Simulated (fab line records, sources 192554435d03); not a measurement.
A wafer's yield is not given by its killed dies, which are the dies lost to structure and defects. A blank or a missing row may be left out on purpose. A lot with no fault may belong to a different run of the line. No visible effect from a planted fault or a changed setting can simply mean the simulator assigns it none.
Code-filled problem report in 8D (eight disciplines) form + flow n5Finfet + the parts of the form that need people (team, actions taken, sign-off) are left out

1. WHAT IS WRONG
Wafers without a fault read 55.2 nm, standard deviation 1.3; trenchDepthNm at N5_BEOL_M2_OCD_MEAS_38 reads a mean of 37.7 nm on 3 wafers belonging to 3 lots. That puts it -13 standard deviations away from the usual mean.
The first sign was on wafer L802.5 at day 11 21:37, on ocd-01. The record has a number at this step for 12 wafers belonging to 5 lots. Rule for "out", or "out of limits": more than 4 standard deviations from the usual mean. The other wafers with a number count as sound.

2. WHAT IT IS, WHAT IT ISN'T
| question                    | is                     | is not                                                                   |
|-----------------------------|------------------------|--------------------------------------------------------------------------|
| which readings at this step | trenchDepthNm          | -                                                                        |
| which lots                  | L802, L804, L805       | L787, L790                                                               |
| which wafers of those lots  | L802.5, L804.6, L805.6 | L802.1, L804.1, L805.3                                                   |
| read on which gauges        | ocd-01, ocd-02         | -                                                                        |
| when                        | from day 11 21:37      | up to then (7 sound wafers); but 2 sound wafers of L804, L805 came after |

3. SUSPECTS, AND WHAT RULES EACH OUT
Counting: a tool at a process step up to the reading stays a suspect if it ran every lot that is out. Sound lots after the first of them don't rule it out here, since some wafers of a struck lot are sound.
- the gauge at N5_BEOL_M2_OCD_MEAS_38 has been ruled out. Those wafers that are out were read across 2 gauges (ocd-01, ocd-02).
- rieDiel-01 at N5_BEOL_M2_TRENCH_ETCH_37 (etches SiOC in C4F6/O2, target depth 55.555 nm, time 29.2 s): kept. It ran every lot that is out, first L802 (day 11 21:28); its last sound lot up to then is L790 (day 8 22:11).
The count leaves rieDiel-01 at N5_BEOL_M2_TRENCH_ETCH_37.

4. THE CAUSE (what the simulator had put in)
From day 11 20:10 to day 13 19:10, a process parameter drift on rieDiel-01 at N5_BEOL_M2_TRENCH_ETCH_37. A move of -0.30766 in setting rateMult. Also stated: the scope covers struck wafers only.
This tool alone remained once counting was done.

5. THE CHAIN OF EFFECTS, in route order
Each row: a reading where the mean over the struck wafers with a number is more than 3 standard deviations away from the usual. Only readings whose record carries a usual standard deviation are examined. hours: median over the lots of the time between each lot's start at the first step of this table that gives one and its start at this step. sigmas: the change, counted in usual standard deviations.
| hours | step                    | reading            | usual       | on struck wafers | change | sigmas |
|-------|-------------------------|--------------------|-------------|------------------|--------|--------|
| 0     | N5_BEOL_M2_OCD_MEAS_38  | trenchDepthNm      | 55.2 nm     | 37.7             | -17.5  | -13    |
| 6     | N5_BEOL_M2_THK_MEAS_53  | M2_THK             | 40.4 nm     | 23.2             | -17.2  | -9.5   |
| 7     | N5_BEOL_M2_RS_MEAS_58   | M2_RS              | 0.68 ohm/sq | 1.42             | +0.74  | +19    |
| 36    | N5_BEOL_M4_RC_MEAS_101  | SERP_M2            | 196 ohm/um  | 394              | +198   | +12    |
| 36    | N5_BEOL_M4_RC_MEAS_101  | SERP_M2_max_site   | 209 ohm/um  | 421              | +212   | +12    |
| 142   | N5_PASSIVATION_PROBE_49 | defectLimitedYield | 91.4 %      | 80.4             | -11.0  | -7.8   |
| 142   | N5_PASSIVATION_PROBE_49 | killed_at_M0_to_M3 | 33          | 161              | +128   | +12    |
| 142   | N5_PASSIVATION_PROBE_49 | killedDies         | 102         | 231              | +129   | +7.6   |
| 142   | N5_PASSIVATION_PROBE_49 | killedOnRim        | 14          | 30               | +16    | +3.8   |
| 142   | N5_PASSIVATION_PROBE_49 | sort_bin_8_speed   | 0.1 %       | 10.1             | +10.0  | +9.1   |
| 142   | N5_PASSIVATION_PROBE_49 | sortNPass          | 1077        | 949              | -128   | -6.1   |
The process steps in it:
- N5_PASSIVATION_PROBE_49

6. WHAT WOULD HAVE CAUGHT IT SOONER
In this record the first reading out of limits at a measuring or inspecting step was taken at day 11 21:37, 1 hour after the fault began at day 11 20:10.
An alarm limit of 4 standard deviations would not have fired on the tool readings at N5_BEOL_M2_TRENCH_ETCH_37 for which the record gives a usual standard deviation, since none of them was out on any struck wafer.
Lots out: 3; of these, L804, L805 started N5_BEOL_M2_TRENCH_ETCH_37 on rieDiel-01 after day 11 21:37. A hold on the tool at that time would have spared those 2.
